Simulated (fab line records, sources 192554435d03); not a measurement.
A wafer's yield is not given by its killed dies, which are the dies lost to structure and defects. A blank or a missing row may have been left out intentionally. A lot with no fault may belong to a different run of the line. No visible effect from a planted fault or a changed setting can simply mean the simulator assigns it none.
Chamber matching + flow n5 finfet + 4 sister chambers for N5_BEOL_M3_ETCH_77 on rie diel-05
The step etches underlayer in N2/H2, target depth 6.5 nm, time 5.2 s. 14 wafers are shown with their chamber, then 7 later ones without.

== WAFERS, EACH WITH ITS CHAMBER ==
| wafer  | chamber | drypump motor current A (A) | showerhead plenum p Torr (Torr) | throttle valve pct (%) |
|--------|---------|-----------------------------|---------------------------------|------------------------|
| L074.1 | 1       | 5.3                         | 2.61                            | 17.93                  |
| L074.3 | 0       | 6.6                         | 2.45                            | 17.65                  |
| L074.4 | 2       | 6.6                         | 2.53                            | 17.81                  |
| L075.1 | 0       | 6.6                         | 2.45                            | 17.64                  |
| L075.4 | 1       | 5.3                         | 2.60                            | 17.91                  |
| L075.6 | 0       | 6.6                         | 2.45                            | 17.64                  |
| L076.4 | 0       | 6.6                         | 2.45                            | 17.65                  |
| L076.5 | 2       | 6.6                         | 2.53                            | 17.82                  |
| L076.6 | 3       | 5.9                         | 2.65                            | 18.13                  |
| L078.1 | 2       | 6.6                         | 2.53                            | 17.85                  |
| L078.2 | 3       | 5.8                         | 2.65                            | 18.13                  |
| L078.3 | 1       | 5.3                         | 2.60                            | 17.93                  |
| L084.1 | 2       | 6.6                         | 2.52                            | 17.88                  |
| L084.2 | 1       | 5.3                         | 2.60                            | 17.62                  |

SIGNATURES (averages over the wafers above)
| reading                  | chamber 0 | chamber 1 | chamber 2 | chamber 3 | scatter within a chamber |
|--------------------------|-----------|-----------|-----------|-----------|--------------------------|
| drypump motor current A  | 6.600     | 5.300     | 6.600     | 5.850     | 0.0224                   |
| showerhead plenum p Torr | 2.4500    | 2.6025    | 2.5275    | 2.6500    | 0.00387                  |
| throttle valve pct       | 17.6450   | 17.8475   | 17.8400   | 18.1300   | 0.0851                   |
Rule: for each reading, subtract the chamber's mean from the wafer's reading, divide by that reading's scatter and square the result; add these up over the readings and take the root, which gives the wafer's distance from the chamber. The wafer belongs to the nearest chamber; if the next one is less than 2 further off, it can't be placed. How the scatter is found: for the shown wafers, subtract from each reading the mean of its chamber, square and add these, divide the total by (wafers less chambers), then take the root.

== WAFERS WHOSE CHAMBER IS MISSING ==
| wafer  | drypump motor current A (A) | showerhead plenum p Torr (Torr) | throttle valve pct (%) |
|--------|-----------------------------|---------------------------------|------------------------|
| L084.5 | 6.6                         | 2.52                            | 17.86                  |
| L087.2 | 6.6                         | 2.44                            | 17.71                  |
| L087.4 | 5.9                         | 2.64                            | 18.16                  |
| L087.6 | 6.6                         | 2.52                            | 17.89                  |
| L094.2 | 6.6                         | 2.52                            | 17.88                  |
| L094.4 | 6.6                         | 2.44                            | 17.68                  |
| L094.5 | 6.6                         | 2.52                            | 17.89                  |

== WHICH CHAMBER EACH ONE RAN IN ==
| wafer  | from the rows above | in truth |
|--------|---------------------|----------|
| L084.5 | 2                   | 2        |
| L087.2 | 0                   | 0        |
| L087.4 | 3                   | 3        |
| L087.6 | 2                   | 2        |
| L094.2 | 2                   | 2        |
| L094.4 | 0                   | 0        |
| L094.5 | 2                   | 2        |
Placed correctly: 7 of 7. Number that these rows cannot place: 0. Number placed wrongly: 0.
